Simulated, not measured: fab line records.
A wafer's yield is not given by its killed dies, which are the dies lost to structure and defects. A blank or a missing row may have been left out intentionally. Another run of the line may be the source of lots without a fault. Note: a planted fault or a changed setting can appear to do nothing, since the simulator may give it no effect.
Split-lot trial | flow n5 finfet | 21 wafers read from 7 lots, route of 1938 steps

== THE SPLIT ==
At N5_BEOL_M14_ETCH_68 (etches SOC in N2/H2, time 450 s), the setting time s was moved away from the recipe's 450 s on 7 of the 21 wafers read, by -17.0% to +11.0%. For the rest of the wafers, this setting stayed at what the recipe calls for.

Reading taken at the split's own step.

== THE READING ==
SiARC_of_BEOL_M14_COAT_66.thk nm (the simulator's own value, which no gauge read), in nm, at N5_BEOL_M14_ETCH_68 (etches SOC in N2/H2, time 450 s). No usual value for it is given in the file. Across the 14 wafers here that went through the recipe, the average is 65.5 nm and the standard deviation 0.8 nm.

wafer  | tool, chamber at the split | time s as run, s | against the recipe | SiARC_of_BEOL_M14_COAT_66.thk nm, nm | against lot-mates on the recipe
L077.2 | rie diel-03, 0             | 497.6            | +10.6%             | 60.4                                 | -4.8
L077.3 | rie diel-03, 3             | 450              | recipe             | 65.2                                 | -
L077.4 | rie diel-03, 2             | 497.6            | +10.6%             | 61.4                                 | -3.8
L084.1 | rie diel-03, 2             | 450              | recipe             | 65.6                                 | -
L084.2 | rie diel-03, 0             | 450              | recipe             | 65.6                                 | -
L084.4 | rie diel-03, 1             | 499.3            | +11.0%             | 61.6                                 | -4.0
L086.2 | rie diel-01, 2             | 373.4            | -17.0%             | 73                                   | +8.6
L086.4 | rie diel-01, 3             | 450              | recipe             | 64.8                                 | -
L086.6 | rie diel-01, 3             | 450              | recipe             | 64                                   | -
L087.1 | rie diel-01, 0             | 402.2            | -10.6%             | 70.4                                 | +4.6
L087.2 | rie diel-01, 2             | 402.2            | -10.6%             | 69.6                                 | +3.8
L087.6 | rie diel-01, 1             | 450              | recipe             | 65.8                                 | -
L093.4 | rie diel-03, 0             | 450              | recipe             | 65.2                                 | -
L093.5 | rie diel-03, 1             | 450              | recipe             | 66.2                                 | -
L093.6 | rie diel-03, 2             | 450              | recipe             | 66.6                                 | -
L096.2 | rie diel-06, 0             | 450              | recipe             | 67.2                                 | -
L096.4 | rie diel-06, 3             | 450              | recipe             | 65.6                                 | -
L096.6 | rie diel-06, 1             | 450              | recipe             | 65.4                                 | -
L097.1 | rie diel-03, 1             | 450              | recipe             | 65.4                                 | -
L097.3 | rie diel-03, 3             | 450              | recipe             | 64.4                                 | -
L097.4 | rie diel-03, 2             | 410.9            | -8.7%              | 69.4                                 | +4.5

FIT RESULTS
A straight line over all 21 wafers: SiARC_of_BEOL_M14_COAT_66.thk nm changes by -0.424 nm for each +1% of time s; r = -0.97; the points scatter about the line by 0.74 nm.
The same after taking each lot's own level away (the mean of its wafers on the recipe; 21 wafers): -0.436 nm for each +1%; r = -0.98; scatter 0.62 nm.
The reading moves by 7.4 nm for the largest change in time s, on that fit.
The span of the lots' own levels, 64.40 to 66.07 nm, comes to 2.1 times the standard deviation stated above.
The two slopes agree, so the slope changes little with the lot-to-lot level.
Check: +7.01 nm against its lot-mates is what the line predicts for one of the wafers moved furthest among these (-17.0%) when that wafer is left out of the fit. It came out at +8.6 nm against them.

== OTHER SPLITS APPLIED TO THESE WAFERS ==
Other splits were also applied to these wafers ahead of the reading. Each is held against what the fit with the lots' levels taken away leaves over:
other split on the same wafers | wafers away from the commonest value | r with SiARC_of_BEOL_M14_COAT_66.thk nm (lot level and that fit taken away)
N5_BEOL_M8_COAT_22 spin rpm    | 8                                    | -0.32
N5_BEOL_M8_ETCH_65 source w    | 5                                    | -0.08
N5_BEOL_M9_ILD_DEP_00 time s   | 6                                    | -0.18
N5_BEOL_M10_PEB_26 peb time s  | 7                                    | -0.11
N5_BEOL_M11_ILD_DEP_00 time s  | 6                                    | -0.25
N5_BEOL_M11_PECVD_70 temp c    | 7                                    | -0.22
N5_BEOL_M13_COAT_65 spin rpm   | 6                                    | +0.22
N5_BEOL_M14_PEB_26 peb temp c  | 7                                    | -0.03

== FILE'S OWN FIT ==
SiARC_of_BEOL_M14_COAT_66.thk nm changes by -0.45 nm for each +1% of time s, r = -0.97.
